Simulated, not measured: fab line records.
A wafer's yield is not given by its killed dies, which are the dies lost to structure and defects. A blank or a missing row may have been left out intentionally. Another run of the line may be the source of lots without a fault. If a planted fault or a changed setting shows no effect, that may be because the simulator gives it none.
Chamber matching | flow n5-finfet | rie-diel-04 running N5_BEOL_M14_STRIP_37: 4 sister chambers
The step strips in O2. 18 wafers are shown with their chamber, then 9 later ones without.

== WAFERS PAIRED WITH THEIR CHAMBERS ==
wafer  | chamber | showerhead-plenum-p-Torr (Torr) | throttle-valve-pct (%) | oes-product-au (a.u.)
L074.3 | 0       | 2.24                            | 16.66                  | 0.88
L074.4 | 3       | 2.13                            | 16.70                  | 0.86
L074.5 | 1       | 2.06                            | 16.36                  | 0.93
L075.2 | 3       | 2.13                            | 16.75                  | 0.85
L075.5 | 3       | 2.13                            | 16.70                  | 0.85
L075.6 | 2       | 2.23                            | 16.43                  | 1.00
L080.3 | 2       | 2.22                            | 16.38                  | 0.95
L080.4 | 1       | 2.06                            | 16.35                  | 0.90
L080.5 | 0       | 2.23                            | 16.70                  | 0.89
L078.1 | 1       | 2.06                            | 16.38                  | 0.90
L078.2 | 0       | 2.23                            | 16.69                  | 0.85
L078.5 | 3       | 2.12                            | 16.77                  | 0.83
L081.1 | 2       | 2.22                            | 16.43                  | 0.94
L081.5 | 1       | 2.06                            | 16.38                  | 0.90
L081.6 | 0       | 2.23                            | 16.68                  | 0.85
L084.1 | 1       | 2.05                            | 16.41                  | 0.88
L084.3 | 0       | 2.23                            | 16.71                  | 0.84
L084.4 | 3       | 2.12                            | 16.76                  | 0.82

SIGNATURES (averages over the wafers above)
reading                  | chamber 0 | chamber 1 | chamber 2 | chamber 3 | scatter within a chamber
showerhead-plenum-p-Torr | 2.2320    | 2.0580    | 2.2233    | 2.1260    | 0.00498
throttle-valve-pct       | 16.6880   | 16.3760   | 16.4133   | 16.7360   | 0.0264
oes-product-au           | 0.8620    | 0.9020    | 0.9633    | 0.8420    | 0.0212
Rule: distance of a wafer from a chamber = root of the sum over the readings of ((wafer's reading minus chamber's mean) / reading's scatter) squared. The wafer belongs to the nearest chamber; if the next one is less than 2 further off, it can't be placed. How the scatter is found: for the shown wafers, subtract from each reading the mean of its chamber, square and add these, divide the total by (wafers less chambers), then take the root.

== WAFERS WITHOUT THEIR CHAMBER ==
wafer  | showerhead-plenum-p-Torr (Torr) | throttle-valve-pct (%) | oes-product-au (a.u.)
L086.1 | 2.22                            | 16.42                  | 0.89
L086.3 | 2.23                            | 16.70                  | 0.84
L086.5 | 2.12                            | 16.75                  | 0.82
L090.1 | 2.12                            | 16.79                  | 0.82
L090.2 | 2.22                            | 16.44                  | 0.90
L090.5 | 2.22                            | 16.45                  | 0.90
L095.1 | 2.22                            | 16.75                  | 0.81
L095.3 | 2.11                            | 16.79                  | 0.80
L095.4 | 2.05                            | 16.42                  | 0.85

== THE CHAMBER EACH PASSED THROUGH ==
wafer  | from the rows above | in truth
L086.1 | 2                   | 2
L086.3 | 0                   | 0
L086.5 | 3                   | 3
L090.1 | 3                   | 3
L090.2 | 2                   | 2
L090.5 | 2                   | 2
L095.1 | 0                   | 0
L095.3 | 3                   | 3
L095.4 | 1                   | 1
Placed correctly: 9 of 9. Can't be placed from these rows: 0. Number placed wrongly: 0.
